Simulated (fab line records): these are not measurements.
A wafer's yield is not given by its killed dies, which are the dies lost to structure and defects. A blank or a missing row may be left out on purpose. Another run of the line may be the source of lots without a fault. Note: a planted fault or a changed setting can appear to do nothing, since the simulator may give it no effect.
8D (eight disciplines) problem report, filled in by code    flow nand_harc    the parts of the form that need people (team, actions taken, sign-off) are left out

1. WHAT IS WRONG
Wafers without a fault read 997 nm, standard deviation 12; thk_nm at NHARC_A_ONON_D1_THK_MEAS_18 reads a mean of 1532 nm on 2 wafers belonging to 2 lots. Measured from the usual mean, that is +45 standard deviations.
The step: measures by ellipsometry.
Earliest sighting: wafer L564.2 on film_metro-01 at day 15 01:59. The record has a number at this step for 39 wafers belonging to 13 lots. Rule for "out", or "out of limits": more than 4 standard deviations from the usual mean. Any other wafer with a number is counted as sound.

2. WHAT IT IS, WHAT IT ISN'T
question                     is                 is not
which readings at this step  thk_nm             -
which lots                   L564, L565         L547, L548, L549, L550, L551, L553, L556, L557, L558, L569, L570
which wafers of those lots   L564.2, L565.3     L564.1, L564.4, L565.1, L565.5
read on which gauges         film_metro-01      film_metro-02
when                         from day 15 01:59  up to then (29 sound wafers); but 8 sound wafers of L565, L569, L570 came after

3. THE SUSPECTS, EACH WITH WHAT RULES IT OUT
Counting: any tool at a process step up to the reading remains a suspect provided it ran every lot that is out. Sound lots after the first of them don't rule it out here, since some wafers of a struck lot are sound.
- the gauge at NHARC_A_ONON_D1_THK_MEAS_18: ruled out. All the wafers that are out were read on film_metro-01, but those of them that NHARC_END_SORT_01 has rows for are out there too, on other tools.
- pecvd_onon-04 at NHARC_A_ONON_D1_DEP_16 (target thk 1000 nm): kept. Every lot that is out went through it, the first being L564 (day 15 01:29); the last sound lot it ran before that was L558 (day 12 14:41).
Left after counting: pecvd_onon-04 at NHARC_A_ONON_D1_DEP_16.

4. THE CAUSE (what the simulator had put in)
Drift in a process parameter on pecvd_onon-04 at NHARC_A_ONON_D1_DEP_16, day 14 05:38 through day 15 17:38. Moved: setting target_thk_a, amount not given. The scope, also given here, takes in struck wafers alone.
Only this tool survived the counting.

5. THE EFFECT CHAIN, in route order
Each row: a reading where the mean over the struck wafers with a number is more than 3 standard deviations away from the usual. Scope: only readings with a usual standard deviation given in the record; hours: median across lots of the time from each lot's start at the first step in this table that gives one to its start at this step; sigmas: change in usual standard deviations.
hours  step                         reading          usual   on struck wafers  change  sigmas
0      NHARC_A_ONON_D1_THK_MEAS_18  thk_nm           997 nm  1532              +535    +45
385    NHARC_END_SORT_01            killed_at_array  54      672               +618    +29
385    NHARC_END_SORT_01            killed_dies      58      677               +619    +31

6. HOW IT WOULD HAVE BEEN CAUGHT EARLIER
In this record the first reading out of limits at a measuring or inspecting step was taken at day 15 01:59, 20 hours after the fault began at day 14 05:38.
Among the 2 lots that are out, L565 began NHARC_A_ONON_D1_DEP_16 on pecvd_onon-04 after day 15 01:59. A hold on the tool at that time would have spared it.
